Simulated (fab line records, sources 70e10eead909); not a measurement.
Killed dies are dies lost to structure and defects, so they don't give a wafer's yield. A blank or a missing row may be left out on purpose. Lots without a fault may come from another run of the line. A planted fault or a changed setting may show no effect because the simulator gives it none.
Which tool did it? | flow nand_harc | 11 lots, 33 wafers sampled, at 6 steps of a route of 1302

WHAT THE GAUGES READ, wafer by wafer
NHARC_A_CHANNEL_HOLE_D2_CD_MEAS_31.
lot  | measured     | on        | cd_nm (nm)
L795 | day 13 19:31 | cd_sem-03 | 88.2 89.5 90.4
L796 | day 14 09:09 | cd_sem-03 | 90.2 89.3 88.8
L799 | day 15 09:31 | cd_sem-02 | 90.0 88.9 90.8
L806 | day 18 03:01 | cd_sem-01 | 90.9 89.6 91.8
L807 | day 18 18:23 | cd_sem-02 | 90.8 90.8 91.3
L808 | day 19 16:39 | cd_sem-03 | 89.9 89.6 90.7
L812 | day 21 03:28 | cd_sem-03 | 88.7 89.9 87.9
L814 | day 21 23:10 | cd_sem-03 | 91.1 88.6 90.5
L815 | day 22 00:19 | cd_sem-03 | 89.6 88.9 89.4
L813 | day 22 03:29 | cd_sem-03 | 91.1 89.4 90.0
L816 | day 22 05:11 | cd_sem-03 | 89.0 88.3 89.7

NHARC_A_CHANNEL_HOLE_D2_INSPECT_40.
lot  | measured     | on                | raw_defect_count
L795 | day 13 19:42 | defect_inspect-02 | 218 245 233
L796 | day 14 09:20 | defect_inspect-01 | 342 552 293
L799 | day 15 09:42 | defect_inspect-02 | 262 267 291
L806 | day 18 03:12 | defect_inspect-02 | 1010 1112 1056
L807 | day 18 18:34 | defect_inspect-01 | 1178 1189 1299
L808 | day 19 16:50 | defect_inspect-02 | 327 355 276
L812 | day 21 03:39 | defect_inspect-02 | 259 378 316
L814 | day 21 23:21 | defect_inspect-02 | 197 219 200
L815 | day 22 00:31 | defect_inspect-01 | 244 230 249
L813 | day 22 03:40 | defect_inspect-02 | 401 390 265
L816 | day 22 05:22 | defect_inspect-01 | 329 224 278

NHARC_END_SORT_01.
lot  | measured     | on        | killed_at_array | killed_at_other | killed_at_periphery | killed_dies | killed_open | killed_short
L806 | day 29 03:16 | prober-01 | 119 106 101     | 0 0 0           | 1 1 1               | 120 107 102 | 2 6 2       | 0 1 1
L807 | day 29 21:22 | prober-01 | 107 119 105     | 0 1 0           | 5 5 2               | 112 125 107 | 4 3 5       | 1 5 1

WHICH TOOL RAN EACH LOT (tool, then ch and the chambers of the sampled wafers, then the start)
lot  | NHARC_A_CHANNEL_HOLE_D2_ETCH_16    | NHARC_A_CHANNEL_HOLE_D2_ETCH_21  | NHARC_A_CHANNEL_HOLE_D2_ETCH_25
L795 | rie_diel-11 ch 0,1,2, day 13 12:22 | har_etch-02 ch 0,1, day 13 14:24 | har_etch-02 ch 0,1, day 13 16:53
L796 | rie_diel-04 ch 0,1,2, day 14 02:56 | har_etch-01 ch 0,1, day 14 04:06 | har_etch-01 ch 0,1, day 14 06:40
L799 | rie_diel-04 ch 0,1, day 15 03:11   | har_etch-02 ch 0,1, day 15 04:20 | har_etch-02 ch 0,1, day 15 06:53
L806 | rie_diel-04 ch 0,2,3, day 17 20:25 | har_etch-01 ch 0,1, day 17 21:30 | har_etch-01 ch 0,1, day 17 23:59
L807 | rie_diel-04 ch 0,1, day 18 12:16   | har_etch-01 ch 0,1, day 18 13:26 | har_etch-01 ch 0,1, day 18 16:02
L808 | rie_diel-11 ch 0,1,2, day 19 10:16 | har_etch-01 ch 0,1, day 19 11:37 | har_etch-01 ch 0,1, day 19 14:10
L812 | rie_diel-11 ch 1,2,3, day 20 21:19 | har_etch-01 ch 0,1, day 20 22:20 | har_etch-01 ch 0,1, day 21 00:50
L814 | rie_diel-11 ch 0,1,3, day 21 17:03 | har_etch-01 ch 0,1, day 21 18:08 | har_etch-01 ch 0,1, day 21 20:42
L815 | rie_diel-04 ch 0,2,3, day 21 18:07 | har_etch-02 ch 0,1, day 21 19:12 | har_etch-02 ch 0,1, day 21 21:40
L813 | rie_diel-11 ch 0,1,2, day 21 19:07 | har_etch-01 ch 0,1, day 21 22:14 | har_etch-01 ch 0,1, day 22 00:43
L816 | rie_diel-07 ch 0,1,3, day 21 22:55 | har_etch-02 ch 0,1, day 22 00:11 | har_etch-02 ch 0,1, day 22 02:43
- NHARC_A_CHANNEL_HOLE_D2_ETCH_16: etches the open film in O2/COS, target depth 3100 nm, time 806 s.
- NHARC_A_CHANNEL_HOLE_D2_ETCH_21: etches the open film in C4F8/O2/Ar, time 514.3 s, target depth 1600 nm.
- NHARC_A_CHANNEL_HOLE_D2_ETCH_25: etches the open film in C4F8/O2/Ar, time 1040.2 s, target depth 1500 nm.

WHAT THE TOOLS THEMSELVES READ (means of the sampled wafers that have a number; where no wafer has one, the mark that the record gives instead)
NHARC_A_CHANNEL_HOLE_D2_ETCH_16.
lot  | tool        | drypump_motor_current_A (A) | oes_product_au (a.u.) | rf_fwd_power_W (W) | rf_vpp_V (V) | showerhead_plenum_p_Torr (Torr) | throttle_valve_pct (%)
L795 | rie_diel-11 | 5.7                         | 0.992                 | 500.4              | 313.2        | 3.04                            | 28.330
L796 | rie_diel-04 | 5.7                         | 0.995                 | 500.0              | 315.4        | 3.16                            | 28.328
L799 | rie_diel-04 | 5.8                         | 1.001                 | 497.5              | 314.8        | 3.14                            | 28.333
L806 | rie_diel-04 | 5.6                         | 0.996                 | 500.3              | 314.6        | 3.15                            | 28.327
L807 | rie_diel-04 | 5.8                         | 0.995                 | 500.6              | 315.2        | 3.18                            | 28.322
L808 | rie_diel-11 | 5.7                         | 1.003                 | 499.8              | 312.8        | 3.04                            | 28.336
L812 | rie_diel-11 | 5.2                         | 0.995                 | 498.1              | 312.9        | 3.02                            | 28.331
L814 | rie_diel-11 | 5.6                         | 1.001                 | 500.3              | 314.8        | 3.11                            | 28.330
L815 | rie_diel-04 | 5.5                         | 1.000                 | 499.9              | 315.0        | 3.14                            | 28.325
L813 | rie_diel-11 | 5.7                         | 0.999                 | 500.7              | 312.7        | 3.03                            | 28.332
L816 | rie_diel-07 | 5.4                         | 1.000                 | 499.4              | 314.2        | 3.14                            | 28.330

NHARC_A_CHANNEL_HOLE_D2_ETCH_21.
lot  | tool        | drypump_motor_current_A (A) | showerhead_plenum_p_Torr (Torr) | throttle_valve_pct (%)
L795 | har_etch-02 | 6.3                         | 3.64                            | 32.159
L796 | har_etch-01 | 5.1                         | 3.74                            | 32.166
L799 | har_etch-02 | 6.3                         | 3.62                            | 32.165
L806 | har_etch-01 | 5.2                         | 3.76                            | 32.156
L807 | har_etch-01 | 5.0                         | 3.70                            | 32.157
L808 | har_etch-01 | 5.2                         | 3.75                            | 32.156
L812 | har_etch-01 | 5.2                         | 3.74                            | 32.166
L814 | har_etch-01 | 5.2                         | 3.73                            | 32.146
L815 | har_etch-02 | 6.5                         | 3.82                            | 32.156
L813 | har_etch-01 | 5.1                         | 3.68                            | 32.159
L816 | har_etch-02 | 6.5                         | 3.82                            | 32.150

NHARC_A_CHANNEL_HOLE_D2_ETCH_25.
lot  | tool        | drypump_motor_current_A (A) | showerhead_plenum_p_Torr (Torr) | throttle_valve_pct (%)
L795 | har_etch-02 | 6.3                         | 3.63                            | 32.232
L796 | har_etch-01 | 5.1                         | 3.73                            | 32.237
L799 | har_etch-02 | 6.3                         | 3.62                            | 32.237
L806 | har_etch-01 | 5.2                         | 3.75                            | 32.236
L807 | har_etch-01 | 5.0                         | 3.70                            | 32.245
L808 | har_etch-01 | 5.2                         | 3.74                            | 32.225
L812 | har_etch-01 | 5.2                         | 3.73                            | 32.227
L814 | har_etch-01 | 5.3                         | 3.72                            | 32.237
L815 | har_etch-02 | 6.5                         | 3.82                            | 32.232
L813 | har_etch-01 | 5.0                         | 3.67                            | 32.242
L816 | har_etch-02 | 6.5                         | 3.81                            | 32.239

THE ANSWER, worked out from the rows above alone
Rule: what is usual is taken from the lots themselves. Put in order of their means at a reading, lots are off if they are a third of the lots or fewer, leave a main group of 4 or more, and stand apart from it by a gap of 3 or more times the standard deviation of the main group's means; of several such gaps the widest counts. A main group whose means are all the same, to the digits that the tables above print for the reading, isn't used. A lot without any number at a reading at which 4 lots or more have one is off too. The other lots that the step has rows for count as sound. The gauges are gone through in route order, then the tools' own readings, and for those a lot's mean is taken as printed above. The first step at which some lot is off is used, and at that step the reading that is off furthest; a lot without a number counts as furthest.
Off: L806, L807, at NHARC_A_CHANNEL_HOLE_D2_INSPECT_40 (raw_defect_count). The main group: mean 290, standard deviation 58.
A tool fits if, at a process step before that reading, it ran every lot that is off, and no sound lot after the first of them. The gauges at NHARC_A_CHANNEL_HOLE_D2_INSPECT_40 are tried like those tools. None of those tried fits.

WHAT THE SIMULATOR HAD PUT IN
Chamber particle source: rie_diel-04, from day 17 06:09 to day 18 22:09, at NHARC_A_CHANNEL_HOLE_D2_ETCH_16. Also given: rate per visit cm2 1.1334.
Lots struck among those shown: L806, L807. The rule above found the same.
